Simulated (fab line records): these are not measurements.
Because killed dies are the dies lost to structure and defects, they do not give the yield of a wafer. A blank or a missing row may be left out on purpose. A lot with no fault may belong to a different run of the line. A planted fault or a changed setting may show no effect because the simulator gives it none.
A single fault, viewed from 2 desks ; flow nand-harc ; each desk has only its own numbers; what lay behind them comes last

## DESK OF THE TOOL OWNER: rie-diel-11
The tool's own readings at NHARC_A_CHANNEL_HOLE_D1_ETCH_38 (etches the open film in CF4, target depth 39 nm, time 65 s): means of the sampled wafers that have a number, for each lot that ran on this tool. If a lot's mean is further than 4 standard deviations from the usual mean, the lot is out of limits and carries the mark OUT (the distance appears in the brackets).
Columns: A = drypump-motor-current-A at NHARC_A_CHANNEL_HOLE_D1_ETCH_38, usual 5.92 A; B = oes-product-au at NHARC_A_CHANNEL_HOLE_D1_ETCH_38, usual 1.001 a.u.; C = rf-vpp-V at NHARC_A_CHANNEL_HOLE_D1_ETCH_38, usual 151.3 V; D = showerhead-plenum-p-Torr at NHARC_A_CHANNEL_HOLE_D1_ETCH_38, usual 1.78 Torr; E = throttle-valve-pct at NHARC_A_CHANNEL_HOLE_D1_ETCH_38, usual 13.283 %
lot;first seen here;A;B;C;D;E
L113;day 10 01:23;6.19;0.992;151.8;1.74;13.276
L112;day 10 01:40;6.07;1.004;151.3;1.78;13.283
L117;day 11 14:23;6.16;0.915 (-9.6) OUT;150.7;1.72;13.283
L119;day 11 19:20;6.12;0.919 (-9.1) OUT;151.1;1.76;13.287
Finding of this desk: L117, L119 out of limits; the first was L117 at day 11 14:23, on oes-product-au at NHARC_A_CHANNEL_HOLE_D1_ETCH_38. L113, L112 stayed within limits.

## AT THE METROLOGY DESK
What the gauges read, lot by lot, whatever tool the lot ran on: means of the sampled wafers that have a number. If a lot's mean is further than 4 standard deviations from the usual mean, the lot is out of limits and carries the mark OUT (the distance appears in the brackets).
Columns: A = thk-nm at NHARC_A_ONON_D1_THK_MEAS_30, usual 1002 nm; B = overlay-x-nm at NHARC_A_CHANNEL_HOLE_D1_OVL_MEAS_11, usual -0.1 nm; C = overlay-y-nm at NHARC_A_CHANNEL_HOLE_D1_OVL_MEAS_11, usual 0.0 nm
lot;first seen here;A;B;C
L105;day 8 00:30;995;-0.2;2.4
L106;day 8 20:35;1022;-0.7;0.3
L109;day 9 00:04;1008;0.2;-2.2
L111;day 9 07:48;999;0.1;0.6
L113;day 9 21:53;1000;-1.3;1.0
L112;day 9 21:55;997;-0.4;-0.3
L114;day 10 10:07;1002;0.7;0.3
L117;day 11 09:13;1001;1.7;0.2
L119;day 11 15:40;1003;0.3;1.1
L125;day 12 23:34;1000;1.6;1.0
L124;day 12 23:37;998;-0.1;-0.3
L127;day 13 22:26;1006;-0.3;-1.1
Finding of this desk: none of the 12 lots has anything out of limits.

## ALL TOGETHER
The tool owner's desk could have raised an alarm at day 11 14:23, on L117, L119.
Metrology desk: nothing out of limits seen.
The metrology desk holds a record of L117, L119, inside its limits.
All the named lots went through NHARC_A_CHANNEL_HOLE_D1_ETCH_38 on rie-diel-11.

## WHAT HAD BEEN PUT IN BY THE SIMULATOR
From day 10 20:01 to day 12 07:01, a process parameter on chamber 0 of rie-diel-11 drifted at NHARC_A_CHANNEL_HOLE_D1_ETCH_38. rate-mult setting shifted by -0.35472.
Struck lots among those shown: L117, L119.
Each desk's first reading out of limits, in hours after the fault started: the tool owner's desk, 18.
